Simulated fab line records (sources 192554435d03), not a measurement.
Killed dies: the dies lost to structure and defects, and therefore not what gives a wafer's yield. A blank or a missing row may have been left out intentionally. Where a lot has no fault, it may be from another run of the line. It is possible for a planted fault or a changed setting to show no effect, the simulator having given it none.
fab line records | flow n5-finfet
record lots=11 | wafers=33 | last-day=17
route steps=1938 shown BEOL_M7@1326 BEOL_M8@1347
lots that met no fault: from a run of the same line without faults
start-h: the number of hours between the record's first day and the start of the first shown wafer of the lot | wait-h: hours elapsed since this lot's preceding step | " unchanged from the row above | L1.1+2: a single row standing in for several wafers | - no value, or no start was given | * or withheld: withheld | < > ~ a bound
route shown NAME@n: NAME is a module with steps in the file, n the number in the route of the first one | usual: mean/standard deviation of fault-free wafers | same: alike in all rows | chamber/n: place in a boat | sites: the reading at each site | _std_site: the values' standard deviation | _edge_site: mean of outer sites minus mean of inner sites | radius-mm: for every site, how far away it sits from the centre of the wafer | mask NAME#n: copy n | behind: tool/chamber where the wafer was last shaped | hold: cause of the lot's hold/its duration in hours/its outcome | device: the transistor (n, p or np) that didn't switch | end of line: the route-end tests of the same wafers | step lacking rows: just its recipe | killed: not the wafer's yield, but the dies lost to structure and defects at the first sort | map: per-die view of a wafer (x killed, . not killed, _ where there is no die)
set.NAME: the run value of the setting; set.NAME@STEP: its run value at that earlier step | model.NAME: the simulator's own value behind a step, which no gauge read
one table for each step of the route and one row for each wafer, over a sample of lots
services: the hour from which a tool's chamber was out of use, counted from the record's first day as start-h (under 0 if before that day), plus the number of hours and why
## steps
# step N5_BEOL_M7_CMP_52
# recipe stop-on=SiCOH_lowk | t-overpolish-s=6.9 | down-force-psi=1 | platen-rpm=50 | clearing-platen-down-force-psi=1.5 | clearing-platen-rpm=50 | post-cmp-clean=cu-alkaline | target-thk-nm=80 | clearing-platen-pad-velocity-m-s=0.99484 | pad-velocity-m-s=0.99484
# usual barrier-field-endpoint-s=29.0/0.84 | clearing-platen-down-force-psi=1.500/0.003 | motor-current-A=6.4/0.64 | overpolish-run-s=6.901/0.0099 | time-to-endpoint-s=64/3.7
lot.wafer | tool   | chamber | start-h | wait-h | barrier-field-endpoint-s | clearing-platen-down-force-psi | motor-current-A | overpolish-run-s | time-to-endpoint-s
L738.4    | cmp-02 | 3       | 184.95  | 0.1    | 29.3                     | 1.504                          | 5.4             | 6.899            | 65
L738.1    | "      | 0       | "       | "      | 28.4                     | 1.506                          | 6.6             | 6.907            | 61
L738.6    | "      | 3       | "       | "      | 29.2                     | 1.503                          | 5.4             | 6.896            | 62
L743.4    | cmp-02 | 1       | 214.29  | 0.1    | 29.3                     | 1.500                          | 6.5             | 6.914            | 68
L743.1    | "      | 2       | "       | "      | 30.7                     | 1.501                          | 7.8             | 6.914            | 71
L743.2    | "      | 0       | "       | "      | 27.9                     | 1.503                          | 6.4             | 6.892            | 65
L744.4    | cmp-03 | 0       | 223.84  | 0.3    | 28.8                     | 1.505                          | 6.6             | 6.890            | 61
L744.2    | "      | 1       | "       | "      | 27.7                     | 1.498                          | 5.9             | 6.886            | 63
L744.5    | "      | 0       | "       | "      | 29.3                     | 1.502                          | 6.4             | 6.903            | 59
L746.1    | cmp-02 | 1       | 243.17  | 0.3    | 27.9                     | 1.501                          | 6.3             | 6.901            | 61
L746.4    | "      | 2       | "       | "      | 29.2                     | 1.500                          | 7.8             | 6.903            | 67
L746.6    | "      | 0       | "       | "      | 27.7                     | 1.496                          | 6.5             | 6.902            | 57
L751.2    | cmp-03 | 3       | 270.43  | 0.3    | 27.9                     | 1.499                          | 6.3             | 6.891            | 62
L751.1    | "      | 0       | "       | "      | 28.7                     | 1.502                          | 6.8             | 6.914            | 67
L751.5    | "      | 2       | "       | "      | 28.4                     | 1.502                          | 7.1             | 6.888            | 59
L754.2    | cmp-03 | 3       | 290.89  | 0.2    | 29.7                     | 1.504                          | 6.4             | 6.896            | 64
L754.5    | "      | 2       | "       | "      | 28.3                     | 1.501                          | 7.0             | 6.903            | 61
L754.6    | "      | 3       | "       | "      | 29.2                     | 1.500                          | 6.1             | 6.908            | 61
L755.4    | cmp-02 | 3       | 304.57  | 0.1    | 28.8                     | 1.500                          | 5.7             | 6.893            | 62
L755.1    | "      | 0       | "       | "      | 28.8                     | 1.504                          | 6.4             | 6.904            | 64
L755.5    | "      | 3       | "       | "      | 29.8                     | 1.503                          | 5.6             | 6.889            | 65
L756.2    | cmp-03 | 3       | 306.12  | 0.2    | 29.0                     | 1.493                          | 5.9             | 6.901            | 63
L756.1    | "      | 2       | "       | "      | 28.6                     | 1.503                          | 6.8             | 6.896            | 64
L756.5    | "      | 0       | "       | "      | 29.7                     | 1.500                          | 6.6             | 6.901            | 67
L757.1    | cmp-04 | 1       | 312.68  | 0.3    | 29.0                     | 1.501                          | 5.7             | 6.912            | 67
L757.4    | "      | 2       | "       | "      | 28.6                     | 1.500                          | 6.3             | 6.904            | 60
L757.3    | "      | 3       | "       | "      | 28.7                     | 1.500                          | 5.5             | 6.895            | 64
L759.3    | cmp-02 | 2       | 320.06  | 0.2    | 30.2                     | 1.501                          | 7.2             | 6.886            | 69
L759.2    | "      | 3       | "       | "      | 28.4                     | 1.497                          | 5.6             | 6.902            | 62
L759.1    | "      | 0       | "       | "      | 28.5                     | 1.499                          | 6.5             | 6.900            | 60
L760.1    | cmp-02 | 3       | 329.98  | 0.3    | 28.5                     | 1.504                          | 5.5             | 6.877            | 65
L760.4    | "      | 0       | "       | "      | 29.2                     | 1.503                          | 6.4             | 6.913            | 61
L760.5    | "      | 2       | "       | "      | 30.3                     | 1.500                          | 7.7             | 6.887            | 71
# step N5_BEOL_M8_INSPECT_13
# recipe mode=adi | inspect-instrument=brightfield
# usual raw-defect-count=383/86
lot.wafer | tool              | chamber | start-h | wait-h | raw-defect-count
L738.1    | defect-inspect-01 | -       | 188.43  | 0.0    | 373
L738.4    | "                 | -       | "       | "      | 219
L738.6    | "                 | -       | "       | "      | 287
L743.1    | defect-inspect-02 | -       | 218.29  | 0.0    | 296
L743.2    | "                 | -       | "       | "      | 557
L743.4    | "                 | -       | "       | "      | 440
L744.2    | defect-inspect-01 | -       | 227.36  | 0.0    | 395
L744.4    | "                 | -       | "       | "      | 544
L744.5    | "                 | -       | "       | "      | 455
L746.1    | defect-inspect-02 | -       | 246.17  | 0.0    | 282
L746.4    | "                 | -       | "       | "      | 347
L746.6    | "                 | -       | "       | "      | 261
L751.1    | defect-inspect-01 | -       | 272.72  | 0.0    | 341
L751.2    | "                 | -       | "       | "      | 357
L751.5    | "                 | -       | "       | "      | 395
L754.2    | defect-inspect-02 | -       | 294.01  | 0.0    | 548
L754.5    | "                 | -       | "       | "      | 414
L754.6    | "                 | -       | "       | "      | 383
L755.1    | defect-inspect-02 | -       | 309.00  | 0.0    | 470
L755.4    | "                 | -       | "       | "      | 458
L755.5    | "                 | -       | "       | "      | 339
L756.1    | defect-inspect-02 | -       | 309.32  | 0.0    | 454
L756.2    | "                 | -       | "       | "      | 408
L756.5    | "                 | -       | "       | "      | 389
L757.1    | defect-inspect-01 | -       | 315.84  | 0.0    | 354
L757.3    | "                 | -       | "       | "      | 301
L757.4    | "                 | -       | "       | "      | 401
L759.1    | defect-inspect-02 | -       | 322.12  | 0.0    | 327
L759.2    | "                 | -       | "       | "      | 342
L759.3    | "                 | -       | "       | "      | 343
L760.1    | defect-inspect-01 | -       | 333.03  | 0.0    | 328
L760.4    | "                 | -       | "       | "      | 266
L760.5    | "                 | -       | "       | "      | 297
# step N5_BEOL_M8_ETCH_62
# recipe chemistry=N2/H2 | target=SOC | target-depth-a=1100 | overetch-a=220 | mask-material=SiARC | temp-c=40 | time-s=165 | ion-energy-ev=200 | pressure-mtorr=30 | source-w=840 | bias-w=150 | n2-flow-sccm=200 | h2-flow-sccm=200
# usual bias-w=150.1/0.44 | drypump-motor-current-A=5.7/0.48 | oes-product-au=0.69/0.063 | rf-vpp-V=523.6/2.7 | showerhead-plenum-p-Torr=2.54/0.095 | throttle-valve-pct=17.81/0.28
lot.wafer | tool        | chamber | start-h | wait-h | bias-w | drypump-motor-current-A | oes-product-au | rf-hours-counter-h | rf-vpp-V | showerhead-plenum-p-Torr | throttle-valve-pct
L738.1    | rie-diel-06 | 3       | 188.56  | 0.0    | 150.5  | 5.6                     | 0.68           | 96                 | 522.0    | 2.46                     | 17.93
L738.4    | "           | 2       | "       | "      | 149.9  | 5.6                     | 0.59           | 214                | 527.3    | 2.63                     | 18.38
L738.6    | "           | 0       | "       | "      | 150.2  | 5.7                     | 0.71           | -                  | 528.0    | 2.69                     | 17.57
L743.1    | rie-diel-02 | 1       | 218.41  | 0.0    | 161.7  | 6.3                     | 0.65           | 163                | 546.1    | 2.44                     | 17.64
L743.2    | "           | 3       | "       | "      | 161.0  | 6.1                     | 0.79           | 18                 | 548.0    | 2.47                     | 17.64
L743.4    | "           | 0       | "       | "      | 161.2  | 5.6                     | 0.73           | 52                 | 554.0    | 2.70                     | 17.80
L744.2    | rie-diel-01 | 2       | 228.83  | 0.0    | 149.5  | 6.2                     | 0.78           | 24                 | 524.9    | 2.59                     | 17.65
L744.4    | "           | 3       | "       | "      | 149.7  | 5.4                     | 0.73           | 51                 | 522.1    | 2.45                     | 17.63
L744.5    | "           | 0       | "       | "      | 149.7  | 4.7                     | 0.61           | -                  | 523.1    | 2.52                     | 17.80
L746.1    | rie-diel-02 | 3       | 246.39  | 0.0    | 161.6  | 6.1                     | 0.76           | 31                 | 547.8    | 2.47                     | 17.65
L746.4    | "           | 0       | "       | "      | 161.5  | 5.5                     | 0.72           | 64                 | 553.6    | 2.69                     | 17.82
L746.6    | "           | 3       | "       | "      | 161.5  | 6.2                     | 0.76           | -                  | 547.3    | 2.47                     | 17.66
L751.1    | rie-diel-06 | 1       | 272.84  | 0.0    | 150.7  | 6.3                     | 0.74           | 45                 | 522.3    | 2.47                     | 17.47
L751.2    | "           | 3       | "       | "      | 150.4  | 5.6                     | 0.65           | 120                | 521.5    | 2.45                     | 17.98
L751.5    | "           | 0       | "       | "      | 150.6  | 5.7                     | 0.69           | -                  | 525.3    | 2.68                     | 17.61
L754.2    | rie-diel-06 | 0       | 294.13  | 0.0    | 149.6  | 5.7                     | 0.67           | 95                 | 527.7    | 2.67                     | 17.63
L754.5    | "           | 2       | "       | "      | 150.5  | 5.6                     | 0.57           | -                  | 525.7    | 2.61                     | 18.43
L754.6    | "           | 1       | "       | "      | 150.9  | 6.3                     | 0.73           | -                  | 522.2    | 2.47                     | 17.49
L755.1    | rie-diel-02 | 1       | 309.28  | 0.0    | 150.0  | 6.3                     | 0.62           | 198                | 520.4    | 2.43                     | 17.71
L755.4    | "           | 0       | "       | "      | 150.2  | 5.6                     | 0.70           | 86                 | 525.7    | 2.68                     | 17.87
L755.5    | "           | 0       | "       | "      | 149.6  | 5.5                     | 0.70           | -                  | 528.2    | 2.68                     | 17.87
L756.1    | rie-diel-06 | 1       | 309.45  | 0.0    | 149.9  | 6.3                     | 0.73           | 57                 | 522.2    | 2.47                     | 17.48
L756.2    | "           | 2       | "       | "      | 150.7  | 5.5                     | 0.58           | 249                | 526.0    | 2.61                     | 18.45
L756.5    | "           | 1       | "       | "      | 149.8  | 6.3                     | 0.73           | -                  | 521.8    | 2.47                     | 17.50
L757.1    | rie-diel-06 | 0       | 316.09  | 0.0    | 149.6  | 5.7                     | 0.67           | 102                | 528.4    | 2.67                     | 17.65
L757.3    | "           | 1       | "       | "      | 150.1  | 6.3                     | 0.72           | 60                 | 522.9    | 2.47                     | 17.49
L757.4    | "           | 0       | "       | "      | 149.6  | 5.7                     | 0.67           | -                  | 528.3    | 2.67                     | 17.64
L759.1    | rie-diel-02 | 1       | 322.24  | 0.0    | 150.5  | 6.3                     | 0.62           | 202                | 518.7    | 2.43                     | 17.71
L759.2    | "           | 2       | "       | "      | 150.4  | 5.8                     | 0.69           | 74                 | 523.9    | 2.59                     | 17.84
L759.3    | "           | 0       | "       | "      | 149.6  | 5.5                     | 0.68           | 90                 | 528.8    | 2.68                     | 17.87
L760.1    | rie-diel-06 | 0       | 333.18  | 0.0    | 150.1  | 5.7                     | 0.66           | 109                | 527.6    | 2.67                     | 17.67
L760.4    | "           | 0       | "       | "      | 150.8  | 5.7                     | 0.66           | -                  | 525.7    | 2.67                     | 17.67
L760.5    | "           | 1       | "       | "      | 150.9  | 6.3                     | 0.72           | -                  | 522.0    | 2.46                     | 17.52
# step N5_BEOL_M8_CD_MEAS_18
# recipe pitch-nm=80 | target-cd-nm=40
# usual cd-nm=39.9/0.57
lot.wafer | tool      | chamber | start-h | wait-h | cd-nm
L738.1    | cd-sem-01 | -       | 188.93  | 0.0    | 38.8
L738.4    | "         | -       | "       | "      | 39.3
L738.6    | "         | -       | "       | "      | 40.5
L743.1    | cd-sem-01 | -       | 218.78  | 0.0    | 39.8
L743.2    | "         | -       | "       | "      | 40.4
L743.4    | "         | -       | "       | "      | 41.0
L744.2    | cd-sem-02 | -       | 229.32  | 0.1    | 40.5
L744.4    | "         | -       | "       | "      | 40.4
L744.5    | "         | -       | "       | "      | 40.5
L746.1    | cd-sem-01 | -       | 246.77  | 0.0    | 39.4
L746.4    | "         | -       | "       | "      | 40.0
L746.6    | "         | -       | "       | "      | 39.1
L751.1    | cd-sem-01 | -       | 273.21  | 0.0    | 39.6
L751.2    | "         | -       | "       | "      | 40.3
L751.5    | "         | -       | "       | "      | 39.9
L754.2    | cd-sem-01 | -       | 294.50  | 0.1    | 40.8
L754.5    | "         | -       | "       | "      | 40.7
L754.6    | "         | -       | "       | "      | 40.7
L755.1    | cd-sem-02 | -       | 309.65  | 0.0    | 39.4
L755.4    | "         | -       | "       | "      | 39.9
L755.5    | "         | -       | "       | "      | 40.1
L756.1    | cd-sem-02 | -       | 309.82  | 0.0    | 40.8
L756.2    | "         | -       | "       | "      | 39.3
L756.5    | "         | -       | "       | "      | 40.1
L757.1    | cd-sem-01 | -       | 316.55  | 0.0    | 40.0
L757.3    | "         | -       | "       | "      | 39.8
L757.4    | "         | -       | "       | "      | 40.0
L759.1    | cd-sem-02 | -       | 322.61  | 0.0    | 40.2
L759.2    | "         | -       | "       | "      | 39.3
L759.3    | "         | -       | "       | "      | 40.3
L760.1    | cd-sem-01 | -       | 333.68  | 0.0    | 39.9
L760.4    | "         | -       | "       | "      | 39.4
L760.5    | "         | -       | "       | "      | 40.6
## services
tool        | chamber | start-h | hours | kind
cmp-04      | -       | 192.99  | 4.0   | pm
cmp-04      | -       | 196.99  | -     | consumable-replace:conditioner
cmp-04      | -       | 196.99  | -     | consumable-replace:pad
cmp-03      | -       | 203.68  | 0.3   | repair
cmp-02      | -       | 212.38  | 0.3   | repair
rie-diel-06 | -       | 215.62  | 15.6  | pm
cmp-04      | -       | 221.33  | 1.1   | repair
rie-diel-02 | 2       | 235.45  | 2.4   | repair
cmp-03      | -       | 240.60  | 4.1   | repair
rie-diel-01 | 3       | 246.14  | 18.9  | repair
cmp-03      | -       | 253.55  | 4.0   | pm
cmp-04      | -       | 257.30  | 1.7   | repair
cmp-04      | -       | 269.06  | 3.8   | repair
cmp-03      | -       | 274.21  | 0.6   | repair
cmp-02      | -       | 279.47  | 6.2   | repair
cmp-03      | -       | 294.05  | 3.7   | repair
rie-diel-01 | 2       | 299.37  | 5.1   | repair
cmp-04      | -       | 301.03  | 0.6   | repair
rie-diel-01 | 0       | 304.44  | -     | clean
rie-diel-01 | -       | 311.59  | 0.2   | repair
rie-diel-06 | 2       | 312.32  | -     | clean
rie-diel-06 | 2       | 312.32  | -     | consumable-replace:focus-ring
rie-diel-06 | 2       | 312.32  | 23.8  | scheduled-down
rie-diel-06 | 2       | 312.32  | 23.8  | vent-cycle
## key
first-sign step=N5_BEOL_M8_ETCH_62 | reading=bias-w | direction=up | sigmas=26 | usual=* | struck=*
effect step=N5_BEOL_M8_ETCH_62 | reading=rf-vpp-V | direction=up | sigmas=9.5 | usual=523.6 | struck=549.5
met-at N5_BEOL_M8_ETCH_62
struck-lots L743,L746
not-acting-at N5_BEOL_M7_CMP_52,N5_BEOL_M8_INSPECT_13,N5_BEOL_M8_CD_MEAS_18
fault kind=process-parameter-drift | tool=rie-diel-02 | chamber=- | onset-h=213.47 | steps=N5_BEOL_M8_ETCH_62 | channel=bias-w | offset=* | shape=step | end-h=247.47 | acts-in=* | stated=*
